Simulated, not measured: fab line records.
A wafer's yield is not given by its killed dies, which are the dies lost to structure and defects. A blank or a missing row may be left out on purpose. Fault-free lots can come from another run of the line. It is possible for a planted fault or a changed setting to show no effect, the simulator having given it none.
Matching of chambers + flow n5Finfet + 4 sister chambers for N5_BEOL_M10_ETCH_62 on rieDiel-05
The step etches SOC in N2/H2, target depth 110 nm, overetch 22 nm, time 165 s. 7 wafers are shown with their chamber, then 7 later ones without.

## WAFERS WITH THEIR CHAMBER
| wafer  | chamber | drypumpMotorCurrentA (A) | showerheadPlenumPTorr (Torr) |
|--------|---------|--------------------------|------------------------------|
| L077.1 | 0       | 6.2                      | 2.45                         |
| L074.5 | 3       | 4.6                      | 2.67                         |
| L083.1 | 1       | 5.6                      | 2.47                         |
| L083.2 | 2       | 5.6                      | 2.69                         |
| L083.4 | 3       | 4.6                      | 2.67                         |
| L090.1 | 2       | 5.6                      | 2.68                         |
| L090.4 | 1       | 5.7                      | 2.46                         |

## WAFERS MISSING THEIR CHAMBER
| wafer  | drypumpMotorCurrentA (A) | showerheadPlenumPTorr (Torr) |
|--------|--------------------------|------------------------------|
| L090.5 | 4.6                      | 2.66                         |
| L093.1 | 4.6                      | 2.65                         |
| L093.2 | 5.7                      | 2.46                         |
| L093.4 | 6.2                      | 2.44                         |
| L097.2 | 4.6                      | 2.65                         |
| L097.4 | 5.7                      | 2.45                         |
| L097.5 | 5.6                      | 2.45                         |

## WHICH CHAMBER EACH WENT THROUGH
| wafer  | from the rows above | in truth |
|--------|---------------------|----------|
| L090.5 | 3                   | 3        |
| L093.1 | 3                   | 3        |
| L093.2 | 1                   | 1        |
| L093.4 | 0                   | 0        |
| L097.2 | 3                   | 3        |
| L097.4 | 1                   | 1        |
| L097.5 | 1                   | 1        |
7 of 7 placed correctly. Number that these rows cannot place: 0. 0 placed wrongly.
How it was worked out, from the rows above alone: a wafer's distance from a chamber is the root of the sum, over the readings, of the square of ((its reading less the chamber's mean) divided by the reading's scatter). If the next closest chamber is less than 2 further off than the closest, the wafer can't be placed; otherwise it belongs to the closest. The mean given for a chamber averages the wafers shown for that chamber. The scatter: take each reading less its chamber's mean, square it, sum over the shown wafers, divide by the number of wafers less the number of chambers, and take the root.
